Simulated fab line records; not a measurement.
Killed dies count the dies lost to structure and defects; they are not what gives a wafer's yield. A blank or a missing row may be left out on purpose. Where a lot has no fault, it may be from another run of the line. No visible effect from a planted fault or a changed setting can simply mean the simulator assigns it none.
One fault through the eyes of 2 desks / flow nand harc / what lay behind the numbers comes last; until then each desk has only its own

THE DEFECT DESK
For each lot, the counts of the inspections along the route, averaged over the sampled wafers that have a number. The brackets show how far a lot's mean lies from the usual mean; more than 4 standard deviations puts the lot out of limits, marked OUT.
Columns: A = raw defect count at NHARC_P_GATE_INSPECT_68, usual 183
lot=L277; first seen here=day 5 11:08; A=134
lot=L279; first seen here=day 6 02:56; A=206
lot=L278; first seen here=day 6 03:56; A=167
lot=L281; first seen here=day 6 12:28; A=85
lot=L280; first seen here=day 6 14:04; A=190
lot=L284; first seen here=day 7 06:41; A=243
lot=L286; first seen here=day 7 16:56; A=246
lot=L295; first seen here=day 10 01:46; A=164
lot=L297; first seen here=day 10 08:34; A=232
lot=L298; first seen here=day 10 18:57; A=166
lot=L299; first seen here=day 10 19:30; A=148
lot=L300; first seen here=day 11 11:56; A=174
Finding of this desk: none of the 12 lots has anything out of limits.

FOR THE TOOL OWNER'S DESK: rie si-02
The tool's own readings at NHARC_P_GATE_ETCH_32 (etches the open film in HBr/Cl2, target depth 150 nm, time 100.1 s): means of the sampled wafers that have a number, for each lot that ran on this tool. The brackets show how far a lot's mean lies from the usual mean; more than 4 standard deviations puts the lot out of limits, marked OUT.
Columns: A = chamber pressure mTorr at NHARC_P_GATE_ETCH_32, usual 15.001 mTorr; B = drypump motor current A at NHARC_P_GATE_ETCH_32, usual 5.9 A; C = mfc cl2 sccm at NHARC_P_GATE_ETCH_32, usual 50.01 sccm; D = oes product au at NHARC_P_GATE_ETCH_32, usual 0.997 a.u.; E = throttle valve pct at NHARC_P_GATE_ETCH_32, usual 26.404 %
lot=L278; first seen here=day 5 09:25; A=15.013; B=6.0; C=50.10; D=0.998; E=26.404
lot=L280; first seen here=day 5 18:17; A=14.991; B=6.0; C=50.07; D=0.998; E=26.400
lot=L286; first seen here=day 6 22:58; A=15.001; B=5.9; C=50.02; D=0.983; E=26.413
Finding of this desk: none of the 3 lots has anything out of limits.

PUT TOGETHER
Nothing out of limits was seen by the defect desk.
The tool owner's desk saw nothing out of limits.

WHAT THE SIMULATOR HAD PUT IN
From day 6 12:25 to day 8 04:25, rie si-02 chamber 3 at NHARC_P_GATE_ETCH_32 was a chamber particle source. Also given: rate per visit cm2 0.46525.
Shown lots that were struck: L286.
